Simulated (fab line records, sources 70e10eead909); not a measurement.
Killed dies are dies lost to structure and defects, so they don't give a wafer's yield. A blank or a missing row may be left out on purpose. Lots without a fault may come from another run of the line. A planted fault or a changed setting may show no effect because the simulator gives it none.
A struck lot beside a sound one | flow nand_harc | 41 steps out of a route of 1302
Sound: wafers L535.2, L535.3, L535.6. Struck: wafers L542.3, L542.5. (L542.4 of the same lot was not struck and is left out.) The cause comes at the end.
At each step with rows: each side's tool, then ch and its chambers, then its first start. Under that, the readings that differ: sound wafers | struck wafers | difference of the means | sigmas: that difference in standard deviations of wafers without a fault.
alike: readings whose means differ by less than 2 such deviations, and words and numbers that are the same on both sides. not compared: withheld readings, readings that some wafer has no value for, bounds like >300 that may hide the same value, and numbers for which the record gives no deviation and whose values overlap.
The two part at a step that has a row with sigmas, a row that says differs or no value, or rows on one side only. Numbers that don't overlap but have no deviation are shown without sigmas and don't part them. A reading that every wafer of one side lacks parts them only if that side has two wafers or more.

first, 1 step without rows for these wafers: NHARC_P_STI_HARDBAKE_13 (time 65 s).
NHARC_P_STI_DESCUM_14: chemistry O2, time 3 s.
  sound on rie_diel-03 ch 0,2, day 3 19:19; struck on rie_diel-10 ch 0, day 6 16:13
  alike: drypump_motor_current_A, oes_product_au, rf_vpp_V, showerhead_plenum_p_Torr, throttle_valve_pct
  not compared: rf_hours_counter_h
NHARC_P_STI_ETCH_42: etches the open film in N2/H2, target depth 80 nm, overetch 24 nm, time 61 s.
  sound on rie_diel-03 ch 0,3, day 3 19:26; struck on rie_diel-10 ch 0,1, day 6 16:19
  reading                     | sound       | struck  | difference | sigmas
  drypump_motor_current_A (A) | 5.7 4.9 4.8 | 6.3 6.5 | +1.3       | +2
  alike: oes_product_au, rf_vpp_V, showerhead_plenum_p_Torr, throttle_valve_pct
  not compared: rf_hours_counter_h
NHARC_P_STI_ETCH_31: etches the open film in CF4/CHF3, target depth 108.9 nm, time 54.5 s.
  sound on rie_diel-03 ch 0,2,3; struck on rie_diel-10 ch 0,3
  reading               | sound             | struck      | difference | sigmas
  oes_product_au (a.u.) | 0.941 0.946 0.942 | 0.959 0.980 | +0.027     | +2
  alike: drypump_motor_current_A, rf_vpp_V, showerhead_plenum_p_Torr, throttle_valve_pct
  not compared: rf_hours_counter_h
NHARC_P_STI_ETCH_15: etches the open film in HBr/Cl2, target depth 300 nm, time 100.1 s.
  sound on rie_si-04 ch 0,2,3, day 3 19:38; struck on rie_si-04 ch 0,1, day 6 16:31
  reading               | sound             | struck      | difference | sigmas
  oes_product_au (a.u.) | 0.995 0.985 0.983 | 1.005 1.013 | +0.021     | +3
  alike: drypump_motor_current_A, throttle_valve_pct
  not compared: rf_hours_counter_h
NHARC_P_STI_CD_MEAS_16:
  sound on cd_sem-02, day 3 19:48; struck on cd_sem-03, day 6 16:40
  alike: cd_nm
NHARC_P_STI_OCD_MEAS_17:
  sound on ocd-02, day 3 19:53; struck on ocd-01, day 6 16:45
  reading              | sound             | struck      | difference | sigmas
  trench_depth_nm (nm) | 300.4 296.2 297.6 | 301.9 306.9 | +6.3       | +2
  alike: trench_foot_cd_nm
then, 3 steps without rows for these wafers: NHARC_P_STI_STRIP_19 (strips in SPM, time 900 s); NHARC_P_STI_PRECLEAN_32 (cleans in SC1); NHARC_P_STI_SRD_23.
NHARC_P_STI_OCD_MEAS_43:
  sound on ocd-01, day 3 20:23; struck on ocd-02, day 6 17:15
  reading              | sound             | struck      | difference | sigmas
  trench_depth_nm (nm) | 300.5 296.2 297.2 | 301.6 307.5 | +6.6       | +2
  alike: trench_foot_cd_nm
then, 1 step without rows for these wafers: NHARC_P_STI_OXIDE_33 (material SiO2, target thk 10 nm, ox time 281 s).
NHARC_P_STI_HDPCVD_20: deposits SiO2.
  sound on hdpcvd-01 ch 0,1, day 4 05:17; struck on hdpcvd-01 ch 0,1, day 7 04:05
then, 21 steps without rows for these wafers: NHARC_P_STI_ANNEAL_34 (time 1800 s); NHARC_P_STI_CMP_21 (polishes, t overpolish 20 s, target thk 380.67 nm); NHARC_P_STI_SRD_35; NHARC_P_STI_ETCH_36 (etches SiO2 in dHF, target depth 38.8 nm); NHARC_P_STI_STRIP_24 (strips Si3N4 in H3PO4); NHARC_P_STI_ETCH_37 (etches SiO2 in dHF, target depth 11 nm); NHARC_P_STI_PRECLEAN_38 (cleans in SC1); NHARC_P_STI_SRD_39; NHARC_P_STI_OXIDE_40 (material SiO2, target thk 10 nm, ox time 1362 s); NHARC_P_GATE_ETCH_69 (etches SiO2 in dHF, target depth 14 nm); NHARC_P_GATE_PRECLEAN_70 (cleans in SC1); NHARC_P_GATE_SRD_01; NHARC_P_GATE_OXIDE_02 (material SiO2, target thk 37.5 nm, ox time 365 s); NHARC_P_GATE_DEHYDRATE_03 (time 120 s); NHARC_P_GATE_HMDS_04 (time 30 s); NHARC_P_GATE_COAT_05; NHARC_P_GATE_SOFTBAKE_06 (time 95 s); NHARC_P_GATE_EBR_07; NHARC_P_GATE_EXPOSE_08 (exposes mask P HV); NHARC_P_GATE_PEB_09 (peb time 85 s); NHARC_P_GATE_DEVELOP_10 (time 70 s).
NHARC_P_GATE_CD_MEAS_11: target cd 1640 nm.
  sound on cd_sem-01 ch 0, day 5 10:07; struck on cd_sem-03 ch 0, day 8 06:02
  alike: cd_nm
then, 1 step without rows for these wafers: NHARC_P_GATE_HARDBAKE_12 (time 80 s).
NHARC_P_GATE_DESCUM_13: chemistry O2, time 3 s.
  sound on rie_diel-05 ch 1,2, day 5 10:16; struck on rie_diel-12 ch 2, day 8 06:11
  alike: drypump_motor_current_A, oes_product_au, rf_vpp_V, showerhead_plenum_p_Torr, throttle_valve_pct
  not compared: rf_hours_counter_h
then, 3 steps without rows for these wafers: NHARC_P_GATE_ETCH_14 (etches SiO2 in dHF, target depth 48.8 nm); NHARC_P_GATE_STRIP_15 (strips in SPM, time 780 s); NHARC_P_GATE_PRECLEAN_71 (cleans in SC1).
-- the record jumps here: 20 days lie between the struck wafers' starts before and after (it left off in module P_GATE and takes up again in module END, whose first step shown is number 1302 of the route) --
NHARC_END_SORT_01:
  the record has rows for the struck wafers here (prober-02 ch 0, day 27 18:13) and none for the sound ones

WHERE THEY PART
First at NHARC_P_STI_ETCH_42; last, within this record, at NHARC_END_SORT_01.

WHY: what the simulator had put in
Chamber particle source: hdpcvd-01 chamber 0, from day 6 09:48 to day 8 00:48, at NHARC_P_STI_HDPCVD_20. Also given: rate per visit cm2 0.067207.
